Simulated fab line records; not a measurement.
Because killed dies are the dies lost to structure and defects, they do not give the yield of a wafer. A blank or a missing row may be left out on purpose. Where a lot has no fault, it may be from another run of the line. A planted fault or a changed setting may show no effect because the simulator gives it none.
Comparing a struck lot with a sound one + flow n5-finfet + 39 steps out of a route of 1938
Sound: wafers L668.1, L668.3, L668.6. Struck: wafers L655.1, L655.6 (left out: L655.2, a lot-mate that was not struck); the cause follows at the end.
Each step with rows lists, per side, the tool, then ch with its chambers, then its first start. Under that, the readings that differ: sound wafers + struck wafers + difference of the means + sigmas: that difference in standard deviations of wafers without a fault.
alike: words and numbers the same on both sides, and readings whose means are apart by under 2 such deviations; not compared: readings that were withheld, readings missing a value for some wafer, numbers with overlapping values and no deviation given by the record, and bounds like >300 which may hide the same value.
A row with sigmas, a row that says differs or no value, or rows on one side alone: a step with any of these is where the two part. When numbers do not overlap yet have no deviation, they are printed without sigmas and do not part them. A reading that every wafer of one side lacks parts them only if that side has two wafers or more.

first, 9 steps without rows for these wafers: N5_PMOS_HMC_CHANNEL_EPI_PRECLEAN_40 (cleans in DHF, time 30 s); N5_PMOS_HMC_CHANNEL_EPI_PRECLEAN_37 (cleans in O3/DIW, time 45 s); N5_PMOS_HMC_CHANNEL_EPI_PRECLEAN_24 (cleans in DHF, time 30 s); N5_PMOS_HMC_CHANNEL_EPI_SRD_25 (time 30 s); N5_PMOS_HMC_CHANNEL_EPI_EPI_26 (deposits Si from SiH4/H2, target thk 3.8 nm, time 22.7 s); N5_FIN_SAQP_PRECLEAN_42 (cleans in O3/DIW, time 60 s); N5_FIN_SAQP_PRECLEAN_00 (cleans in SC1, time 60 s); N5_FIN_SAQP_PRECLEAN_44 (cleans in SC2, time 45 s); N5_FIN_SAQP_SRD_01 (time 30 s).
N5_FIN_SAQP_ALD_61: deposits SiO2, target thk 4 nm, pulse time 1 s, purge time 2 s.
  sound on ald-sin-04 ch 0,1,3, day 6 08:39; struck on ald-sin-04 ch 2, day 3 02:55
  alike: heater-power-w, precursor-pulse-height-rel
then, 14 steps without rows for these wafers: N5_FIN_SAQP_DENSIFY_62 (time 60 s); N5_FIN_SAQP_HM_DEP_03 (deposits SiNx from SiH4/NH3/N2, target thk 38 nm, time 33.6 s); N5_FIN_SAQP_PECVD_47 (deposits a-Si from SiH4/He, target thk 45 nm, time 36.3 s); N5_FIN_SAQP_PECVD_48 (deposits SiNx from SiH4/NH3/N2, target thk 25 nm, time 22.1 s); N5_FIN_SAQP_PECVD_06 (deposits a-Si from SiH4/He, target thk 60 nm, time 48.1 s); N5_FIN_SAQP_HM_DEP_72 (deposits SiO2 from SiH4/N2O, target thk 12 nm, time 7.2 s); N5_FIN_SAQP_COAT_49 (time 60 s, resist thk 100 nm); N5_FIN_SAQP_COAT_50 (time 60 s, resist thk 35 nm); N5_FIN_SAQP_COAT_10 (resist thk 90 nm); N5_FIN_SAQP_EBR_12; N5_FIN_SAQP_SOFTBAKE_11 (time 60 s); N5_FIN_SAQP_EXPOSE_13 (exposes mask FIN CORE, target cd 35.6 nm); N5_FIN_SAQP_PEB_14 (peb time 60 s); N5_FIN_SAQP_DEVELOP_15 (develop time 30 s).
N5_FIN_SAQP_INSPECT_18: inspects for defects (brightfield).
  struck on defect-inspect-02, day 3 04:07; sound on defect-inspect-01, day 6 09:55
| reading          | sound       | struck    | difference | sigmas |
|------------------|-------------|-----------|------------|--------|
| raw-defect-count | 411 523 413 | 1482 1571 | +1078      | +9     |
then, 10 steps without rows for these wafers: N5_FIN_SAQP_DESCUM_21 (chemistry O2, time 7.9 s); N5_FIN_SAQP_ETCH_51 (etches SiARC in CF4, target depth 45.5 nm, time 75.8 s); N5_FIN_SAQP_ETCH_52 (etches SOC in N2/H2, target depth 100 nm, overetch 20 nm, time 150 s); N5_FIN_SAQP_STRIP_53 (strips in N2/H2); N5_FIN_SAQP_HM_OPEN_73 (chemistry CHF3/O2, target SiO2, stops on a-Si, target depth 12 nm, time 16.8 s); N5_FIN_SAQP_STRIP_74 (strips in CHF3/O2); N5_FIN_SAQP_MANDREL_ETCH_22 (etches a-Si in HBr/Cl2, stops on SiNx, target depth 60 nm, bt time 10 s, time 30 s); N5_FIN_SAQP_STRIP_55 (strips in N2/H2); N5_FIN_SAQP_STRIP_23 (strips in SPM, time 750 s); N5_FIN_SAQP_SRD_66 (time 30 s).
N5_FIN_SAQP_INSPECT_40: inspects for defects (brightfield).
  struck on defect-inspect-02, day 3 08:40; sound on defect-inspect-02, day 6 14:05
| reading          | sound       | struck    | difference | sigmas |
|------------------|-------------|-----------|------------|--------|
| raw-defect-count | 306 187 177 | 1285 1237 | +1038      | +15    |
N5_FIN_CUT_INSPECT_10: inspects for defects (brightfield).
  struck on defect-inspect-01, day 3 09:11; sound on defect-inspect-01, day 6 14:37
| reading          | sound    | struck    | difference | sigmas |
|------------------|----------|-----------|------------|--------|
| raw-defect-count | 48 30 20 | 1128 1142 | +1102      | +92    |
-- record jumps: 5 days separate the struck wafers' starts on either side; left off in module FIN_CUT, taken up again in module BEOL_M4, whose first shown step is the route's number 1111 --
N5_BEOL_M4_RC_MEAS_101:
  sound on prober-02 ch 0, day 12 15:29; struck on prober-01 ch 0, day 8 20:15
  alike: DIBL_N, DIBL_P, IOFF_N, IOFF_P, ION_N, ION_P, SS_N, SS_P, VT_N, VT_P
-- record jumps: 4 days separate the struck wafers' starts on either side; left off in module BEOL_M4, taken up again in module PASSIVATION, whose first shown step is the route's number 1936 --
N5_PASSIVATION_PROBE_49:
  rows exist in the record for the struck wafers here (prober-01, day 12 15:19), but not for the sound ones

== WHERE THEY PART ==
Earliest at N5_FIN_SAQP_INSPECT_18; latest, in this record, at N5_PASSIVATION_PROBE_49.

WHY: what the simulator had put in
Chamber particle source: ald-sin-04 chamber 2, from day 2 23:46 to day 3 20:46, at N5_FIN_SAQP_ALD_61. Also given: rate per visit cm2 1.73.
